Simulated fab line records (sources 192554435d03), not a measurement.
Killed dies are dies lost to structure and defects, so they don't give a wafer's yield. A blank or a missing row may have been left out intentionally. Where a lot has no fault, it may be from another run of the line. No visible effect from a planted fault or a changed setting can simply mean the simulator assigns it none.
Check for tools in common -- flow n5Finfet -- 7 lots and 21 wafers in the sample

== REASON FOR OPENING ==
On 2 of the 7 lots, a flag is raised at N5_BEOL_M14_CD_MEAS_28 on the reading cdNm. Wafers without a fault read 284.8 nm, standard deviation 1.3.
Rule: a lot is flagged when every wafer of it that has a number lies more than 4 standard deviations from that mean, or none has a number. As for the other lots, they are considered sound.

lot,measured,on,"cdNm (nm), wafer by wafer",flag
L212,day 13 00:22,cdSem-03,260.5 260.6 261.8,FLAGGED
L211,day 13 03:32,cdSem-01,264.5 266.2 263.6,FLAGGED
L220,day 15 19:48,cdSem-01,286.3 286.4 287.4,
L223,day 16 02:07,cdSem-02,283.9 284.0 282.8,
L224,day 16 06:14,cdSem-01,285.9 286.1 286.2,
L225,day 16 20:10,cdSem-01,282.0 283.9 282.1,
L226,day 17 11:26,cdSem-03,283.9 281.5 284.0,
On average the flagged lots' numbers are 262.9 nm, which is -21.9 nm against the usual, or -17 standard deviations.

== LOT BY LOT: THE TOOL USED ==
2 process steps preceding the reading are held in the record, out of 1938 steps in the route. In each cell: the tool, then ch and the chambers that the sampled wafers went through, then the start.
lot,flag,N5_BEOL_M14_STRIP_63,N5_BEOL_M14_PEB_26
L212,FLAGGED,"rieDiel-01 ch 0,1,3, day 12 23:55 or earlier","lithoTrack-01 ch 0, day 13 00:15"
L211,FLAGGED,"rieDiel-01 ch 0,1,3, day 13 03:13 or earlier","lithoTrack-01 ch 0, day 13 03:25"
L220,,"rieDiel-05 ch 0,1, day 15 19:29 or earlier","lithoTrack-04 ch 0, day 15 19:41"
L223,,"rieDiel-06 ch 0,1,3, day 16 01:40 or earlier","lithoTrack-05 ch 0, day 16 01:59"
L224,,"rieDiel-05 ch 0,2,3, day 16 04:41 or earlier","lithoTrack-01 ch 0, day 16 06:07"
L225,,"rieDiel-01 ch 1,3, day 16 19:43 or earlier","lithoTrack-01 ch 0, day 16 20:03"
L226,,"rieDiel-06 ch 0,1,2, day 17 10:59 or earlier","lithoTrack-01 ch 0, day 17 11:19"
What these steps do:
- N5_BEOL_M14_STRIP_63: strips in O2.
- N5_BEOL_M14_PEB_26: peb time 90 s.
- N5_BEOL_M14_CD_MEAS_28: target cd 284.4 nm.

== FLAGGED OVER TOTAL, TOOL BY TOOL (the gauges that took the reading come last) ==
step,tool,lots run,flagged,share of the flagged lots,sound lots run after its first flagged lot
N5_BEOL_M14_STRIP_63,rieDiel-01,3,2,all,1 (L225)
N5_BEOL_M14_STRIP_63,rieDiel-05,2,0,none,-
N5_BEOL_M14_STRIP_63,rieDiel-06,2,0,none,-
N5_BEOL_M14_PEB_26,lithoTrack-01,5,2,all,"3 (L224,L225,L226)"
N5_BEOL_M14_PEB_26,lithoTrack-04,1,0,none,-
N5_BEOL_M14_PEB_26,lithoTrack-05,1,0,none,-
N5_BEOL_M14_CD_MEAS_28,cdSem-01,4,1,some,"3 (L220,L224,L225)"
N5_BEOL_M14_CD_MEAS_28,cdSem-02,1,0,none,-
N5_BEOL_M14_CD_MEAS_28,cdSem-03,2,1,some,1 (L226)
Because N5_BEOL_M14_STRIP_63 lacks a start for some lots, the hours and order of its lots are taken from N5_BEOL_M14_CD_MEAS_17.

== THE TABLE: WHAT IT ALLOWS ==
rieDiel-01 at N5_BEOL_M14_STRIP_63 and lithoTrack-01 at N5_BEOL_M14_PEB_26 are the 2 rows of the table that ran each flagged lot.
- rieDiel-01 at N5_BEOL_M14_STRIP_63 ran 3 lots, 2 of them flagged. Sound lots followed the first flagged one (L225) on it, something a lasting fault affecting the whole tool could not allow.
- lithoTrack-01 at N5_BEOL_M14_PEB_26 ran 5 lots, 2 of them flagged. Sound lots followed the first flagged one (L224, L225, L226) on it, something a lasting fault affecting the whole tool could not allow. Its own readings (heaterPowerTotalW, plateTempC) fall more than 4 standard deviations out on all wafers of the flagged lots.
None of the table's rows ran every flagged lot and, after the first, no sound lot.

== WHAT HAD BEEN PUT IN BY THE SIMULATOR ==
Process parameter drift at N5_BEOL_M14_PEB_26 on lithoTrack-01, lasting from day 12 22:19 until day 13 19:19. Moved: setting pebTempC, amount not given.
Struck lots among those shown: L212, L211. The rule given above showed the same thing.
